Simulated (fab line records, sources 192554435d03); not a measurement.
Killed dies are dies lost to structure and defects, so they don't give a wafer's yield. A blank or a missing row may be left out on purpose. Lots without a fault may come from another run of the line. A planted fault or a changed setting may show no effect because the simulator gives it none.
fab line records | flow n5_finfet
record lots=11 wafers=33 last_day=17
route steps=1938 shown BEOL_M9@1445 PASSIVATION@1936
lots that met no fault: from a run of the same line without faults
start_h: hours from the record's first day to the start of the lot's first wafer shown | wait_h: hours since the lot's step before | " the same as in the row above | L1.1+2: a row that stands for several wafers | - no value, or no start given | * or withheld: withheld | < > ~ a bound
route shown NAME@n: a module of which the file shows steps, and the number in the route of the first | usual: mean/standard deviation of fault-free wafers | same: alike in all rows | chamber/n: place in a boat | sites: the reading at each site | _std_site: their standard deviation | _edge_site: outer sites' mean less inner sites' | radius_mm: how far each site lies from the wafer's centre | mask NAME#n: copy n | behind: the tool/chamber that last shaped the wafer | hold: why the lot was held/for how many hours/how that ended | device: the transistor (n, p or np) that didn't switch | end of line: the same wafers' tests at the end of the route | a step without rows: its recipe alone | killed: dies lost to structure and defects at the first sort, not the wafer's yield | map: a wafer's dies, x killed, . not, _ none there
set.NAME: the setting as run; set.NAME@STEP: as run at that earlier step | model.NAME: the simulator's own value behind a step, which no gauge read
steps of the route over a sample of lots; a table a step, a row a wafer
services: from which hour (start_h, from the record's first day; less than 0 if before it) a tool's chamber was out of use, for how many hours, and why
## steps
# step N5_BEOL_M9_STRIP_36
# recipe chemistry=N2/H2 power_w=450 temp_c=40 pressure_mtorr=20 rf_frequency_hz=6e+07 overash_fraction=0.3 bias_power_w=7 h2_frac=0.5 n2_flow_sccm=200 h2_flow_sccm=200
# usual drypump_motor_current_A=5.8/0.4 oes_product_au=0.76/0.084 rf_vpp_V=59.2/1.3 showerhead_plenum_p_Torr=2.53/0.076 throttle_valve_pct=23.6/0.33
# columns lot.wafer tool chamber start_h wait_h drypump_motor_current_A oes_product_au rf_hours_counter_h rf_vpp_V showerhead_plenum_p_Torr throttle_valve_pct
L294.1 rie_diel-05 0 217.60 0.0 6.1 0.81 76 59.8 2.56 23.8
L294.3 " 1 " " 6.3 0.67 235 57.8 2.62 23.7
L294.5 " 1 " " 6.3 0.68 - 59.6 2.62 23.7
L296.2 rie_diel-04 1 222.96 0.0 5.2 0.86 52 58.6 2.58 23.6
L296.5 " 2 " " 6.2 0.74 - 57.6 2.52 23.6
L296.6 " 1 " " 5.2 0.88 - 58.4 2.58 23.6
L297.1 rie_diel-05 0 224.88 0.0 6.1 0.81 79 59.8 2.56 23.8
L297.2 " 1 " " 6.4 0.66 238 59.0 2.61 23.7
L297.4 " 2 " " 5.3 0.71 199 59.5 2.64 23.5
L303.2 rie_diel-02 0 263.18 0.0 5.8 0.73 231 59.8 2.50 23.8
L303.5 " 3 " " 5.8 0.69 - 56.3 2.50 23.6
L303.6 " 0 " " 5.7 0.73 - 56.4 2.50 23.8
L305.2 rie_diel-02 0 276.41 0.0 5.8 0.71 237 59.1 2.50 23.8
L305.4 " 2 " " 6.2 0.70 - 60.4 2.62 23.8
L305.6 " 1 " " 6.0 0.76 - 58.4 2.44 24.2
L310.3 rie_diel-02 2 308.65 0.0 6.3 0.69 214 57.3 2.62 23.8
L310.4 " 0 " " 5.8 0.71 244 61.6 2.49 23.9
L310.6 " 2 " " 6.3 0.69 - 58.4 2.61 23.8
L309.2 rie_diel-05 0 308.82 0.0 6.1 0.79 109 57.7 2.54 23.8
L309.3 " 2 " " 5.3 0.68 230 61.1 2.63 23.5
L309.4 " 3 " " 6.1 0.75 140 59.6 2.42 23.2
L308.2 rie_diel-02 2 310.82 0.0 6.3 0.70 214 58.7 2.61 23.8
L308.3 " 1 " " 6.0 0.75 158 59.6 2.43 24.2
L308.5 " 2 " " 6.2 0.68 - 58.4 2.61 23.8
L312.4 rie_diel-04 3 311.01 0.0 5.3 0.91 - 59.5 2.48 22.8
L312.5 " 1 " " 5.2 0.83 - 62.1 2.58 23.6
L312.6 " 2 " " 6.3 0.72 - 60.5 2.51 23.6
L311.1 rie_diel-04 1 319.39 0.0 5.2 0.83 74 60.8 2.57 23.6
L311.2 " 2 " " 6.2 0.72 196 59.7 2.51 23.7
L311.5 " 0 " " 5.2 0.70 - 58.5 2.41 23.7
L316.1 rie_diel-05 1 346.76 0.0 6.3 0.92 16 60.6 2.60 23.2
L316.3 " 0 " " 6.1 0.76 122 58.8 2.54 23.9
L316.5 " 1 " " 6.3 0.92 - 59.1 2.60 23.2
# step N5_BEOL_M9_CURE_72
# recipe temp_c=370 time_s=120 ambient=DMADMS/He material=SiCOH_lowk
# usual lamp_power_pct=52.32/0.057 wafer_temp_C_max=371.8/0.64
# columns lot.wafer tool chamber start_h wait_h lamp_power_pct wafer_temp_C_max
L294.1 uv_cure-03 0 218.01 0.0 52.29 372.1
L294.3 " 0 " " 52.26 373.0
L294.5 " 0 " " 52.23 372.2
L296.2 uv_cure-03 0 223.41 0.1 52.27 372.2
L296.5 " 0 " " 52.28 372.2
L296.6 " 0 " " 52.23 372.2
L297.1 uv_cure-02 1 225.29 0.0 52.29 371.1
L297.2 " 1 " " 52.17 371.6
L297.4 " 1 " " 52.22 371.0
L303.2 uv_cure-01 1 263.75 0.1 52.26 372.2
L303.5 " 1 " " 52.29 371.5
L303.6 " 1 " " 52.31 373.1
L305.2 uv_cure-02 1 276.97 0.1 52.26 371.2
L305.4 " 1 " " 52.34 371.6
L305.6 " 1 " " 52.32 371.2
L310.3 uv_cure-01 1 309.17 0.1 52.33 371.7
L310.4 " 1 " " 52.23 372.2
L310.6 " 1 " " 52.27 372.2
L309.2 uv_cure-03 1 309.27 0.1 52.38 370.7
L309.3 " 1 " " 52.33 370.8
L309.4 " 1 " " 52.34 370.8
L308.2 uv_cure-03 0 311.29 0.1 52.29 372.8
L308.3 " 0 " " 52.40 372.0
L308.5 " 0 " " 52.35 372.7
L312.4 uv_cure-01 0 311.55 0.2 52.29 372.5
L312.5 " 0 " " 52.41 371.5
L312.6 " 0 " " 52.36 371.7
L311.1 uv_cure-01 0 319.81 0.0 52.37 371.8
L311.2 " 0 " " 52.35 371.7
L311.5 " 0 " " 52.25 371.6
L316.1 uv_cure-01 0 347.17 0.0 52.31 372.5
L316.3 " 0 " " 52.29 372.4
L316.5 " 0 " " 52.40 372.2
# step N5_BEOL_M9_ALD_74
# recipe material=TaN target_thk_a=20 temp_c=275 ald_precursor_family=PDMAT ald_co_reactant=NH3 pressure_torr=3 carrier_flow_sccm=1500 pulse_time_s=2 purge_time_s=3 co_reactant_purge_time_s=2 co_reactant_pulse_time_s=3 ald_cycles=40 precursor_vessel_temp_c=75 precursor_vessel_pressure_torr=26.25 precursor_vessel_carrier_sccm=1000
# usual ald_cycles=40/0 heater_power_w=433/53
# same co_reactant_pulse_time_s=3 co_reactant_purge_time_s=2 pulse_time_s=2
# columns lot.wafer tool chamber start_h wait_h ald_cycles heater_power_w
L294.1 ald_metal-04 1 218.75 0.1 40 440
L294.3 " 0 " " 40 386
L294.5 " 0 " " 40 381
L296.2 ald_metal-04 1 224.14 0.1 40 435
L296.5 " 0 " " 40 388
L296.6 " 1 " " 40 438
L297.1 ald_metal-03 3 225.74 0.0 40 463
L297.2 " 1 " " 40 490
L297.4 " 0 " " 40 376
L303.2 ald_metal-04 1 265.09 0.1 55 425
L303.5 " 3 " " 40 526
L303.6 " 0 " " 40 377
L305.2 ald_metal-04 1 277.70 0.1 55 442
L305.4 " 0 " " 40 387
L305.6 " 1 " " 55 423
L310.3 ald_metal-03 3 309.49 0.0 40 472
L310.4 " 0 " " 40 381
L310.6 " 2 " " 40 392
L309.2 ald_metal-01 2 309.75 0.1 40 474
L309.3 " 1 " " 40 437
L309.4 " 0 " " 40 434
L308.2 ald_metal-01 0 311.66 0.0 40 426
L308.3 " 3 " " 40 388
L308.5 " 1 " " 40 437
L312.4 ald_metal-03 0 312.22 0.0 40 374
L312.5 " 2 " " 40 389
L312.6 " 3 " " 40 467
L311.1 ald_metal-03 0 320.24 0.0 40 387
L311.2 " 2 " " 40 403
L311.5 " 2 " " 40 388
L316.1 ald_metal-01 1 348.05 0.3 40 429
L316.3 " 3 " " 40 387
L316.5 " 1 " " 40 443
# step N5_BEOL_M9_INSPECT_58
# recipe inspect_instrument=darkfield mode=post_dep
# usual raw_defect_count=79/28
# columns lot.wafer tool chamber start_h wait_h raw_defect_count
L294.1 defect_inspect-01 - 220.91 0.0 63
L294.3 " - " " 92
L294.5 " - " " 98
L296.2 defect_inspect-01 - 226.74 0.0 76
L296.5 " - " " 56
L296.6 " - " " 110
L297.1 defect_inspect-02 - 227.38 0.0 32
L297.2 " - " " 35
L297.4 " - " " 53
L303.2 defect_inspect-01 - 266.77 0.0 68
L303.5 " - " " 93
L303.6 " - " " 67
L305.2 defect_inspect-01 - 281.01 0.0 116
L305.4 " - " " 104
L305.6 " - " " 102
L310.3 defect_inspect-02 - 311.61 0.0 44
L310.4 " - " " 81
L310.6 " - " " 71
L309.2 defect_inspect-02 - 311.78 0.0 95
L309.3 " - " " 128
L309.4 " - " " 78
L308.2 defect_inspect-01 - 313.28 0.0 69
L308.3 " - " " 136
L308.5 " - " " 67
L312.4 defect_inspect-01 - 313.86 0.0 72
L312.5 " - " " 54
L312.6 " - " " 47
L311.1 defect_inspect-01 - 322.06 0.0 50
L311.2 " - " " 104
L311.5 " - " " 66
L316.1 defect_inspect-01 - 350.55 0.0 72
L316.3 " - " " 72
L316.5 " - " " 115
# step N5_PASSIVATION_PROBE_49
# usual defect_limited_yield=91.3/1.5 killed_at_M0_to_M3=34/9.4 killed_at_M4_up=13/5.3 killed_at_contacts=13/5.7 killed_at_front_end=40/10 killed_at_other=3.7/2.8 killed_dies=103/17 killed_open=67/13 killed_short=35/8.5 sort_bin_5_function=5.0/0.98 sort_bin_6_memory=3.3/0.7 sort_n_pass=1077/17 sort_yield_pct=91.3/1.5
# same gross_dies=1180 killed_at_back_side=0 sort_bin_4_leakage[%]=0 sort_bin_8_speed[%]=0
# columns lot.wafer tool chamber start_h wait_h defect_limited_yield[%] killed_at_M0_to_M3 killed_at_M4_up killed_at_contacts killed_at_front_end killed_at_other killed_dies killed_open killed_short sort_bin_5_function[%] sort_bin_6_memory[%] sort_n_pass sort_yield_pct[%]
L303.2 prober-02 - 326.72 0.2 90.4 33 18 11 45 6 113 75 37 4.9 4.2 1067 90.4
L303.5 prober-02 - 326.87 0.3 90.5 53 10 7 38 4 112 86 26 5.8 3.4 1068 90.5
L303.6 prober-02 - 326.92 0.4 91.5 26 7 23 37 7 100 66 33 4.1 4.0 1080 91.5
# killed by level:class
L303.2 BEOL_M2:geometric_particle:open=13 FIN_SAQP:geometric_particle:open=10 MOL_CONTACT_COAG:geometric_particle:open=8 GATE_CUT:geometric_particle:short=8 FIN_SAQP:geometric_particle:short=7 STI_FIN_REVEAL:geometric_particle:open=6 BEOL_M1:geometric_particle:open=5 BEOL_M4:geometric_particle:open=5
L303.5 BEOL_M3:geometric_particle:open=12 DUMMY_GATE:geometric_particle:open=11 BEOL_M2:geometric_particle:open=10 STI_FIN_REVEAL:geometric_particle:open=8 BEOL_M0_SAQP:geometric_particle:open=8 BEOL_M1:geometric_particle:open=8 MOL_CONTACT_COAG:geometric_particle:open=7 GATE_CUT:geometric_particle:short=4
L303.6 MOL_CONTACT_COAG:geometric_particle:open=19 STI_FIN_REVEAL:geometric_particle:open=7 BEOL_M1:geometric_particle:open=7 FIN_SAQP:geometric_particle:short=6 GATE_CUT:geometric_particle:short=6 BEOL_M2:geometric_particle:open=5 BEOL_M3:geometric_particle:open=5 MOL_CONTACT_COAG:geometric_particle:short=4
## services
# columns tool chamber start_h hours kind
ald_metal-04 - 197.73 8.7 pm
uv_cure-01 - 201.85 7.1 repair
ald_metal-01 - 217.42 8.7 pm
uv_cure-02 - 221.70 1.0 pm
ald_metal-01 3 227.22 2.6 repair
rie_diel-04 1 229.69 7.4 repair
ald_metal-03 2 231.99 5.6 repair
uv_cure-02 - 248.79 5.7 repair
ald_metal-03 - 252.44 0.6 repair
rie_diel-05 3 265.18 6.2 repair
uv_cure-03 - 266.49 0.5 repair
rie_diel-04 - 273.42 14.6 pm
rie_diel-02 0 279.54 8.0 repair
ald_metal-01 3 280.37 2.7 repair
ald_metal-01 - 281.92 2.0 repair
rie_diel-02 0 289.38 4.3 repair
ald_metal-04 3 314.20 3.4 repair
rie_diel-02 0 316.61 4.1 repair
uv_cure-01 - 318.81 1.0 pm
rie_diel-02 2 319.89 2.5 repair
rie_diel-02 3 323.57 29.4 repair
rie_diel-02 1 326.74 3.5 repair
uv_cure-01 - 332.29 5.1 repair
ald_metal-03 - 339.33 1.0 repair
## key
first_sign step=N5_BEOL_M9_ALD_74 reading=ald_cycles direction=up sigmas=99+ usual=* struck=*
effect none on later readings
met_at N5_BEOL_M9_ALD_74
struck_lots L303,L305
struck_wafers L303.2,L305.2,L305.6
not_acting_at N5_BEOL_M9_STRIP_36,N5_BEOL_M9_CURE_72,N5_BEOL_M9_INSPECT_58
onset_between 224.14 265.09
fault kind=process_parameter_drift tool=ald_metal-04 chamber=1 onset_h=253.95 steps=N5_BEOL_M9_ALD_74 channel=ald_cycles offset=* shape=step end_h=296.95 acts_in=* stated=*
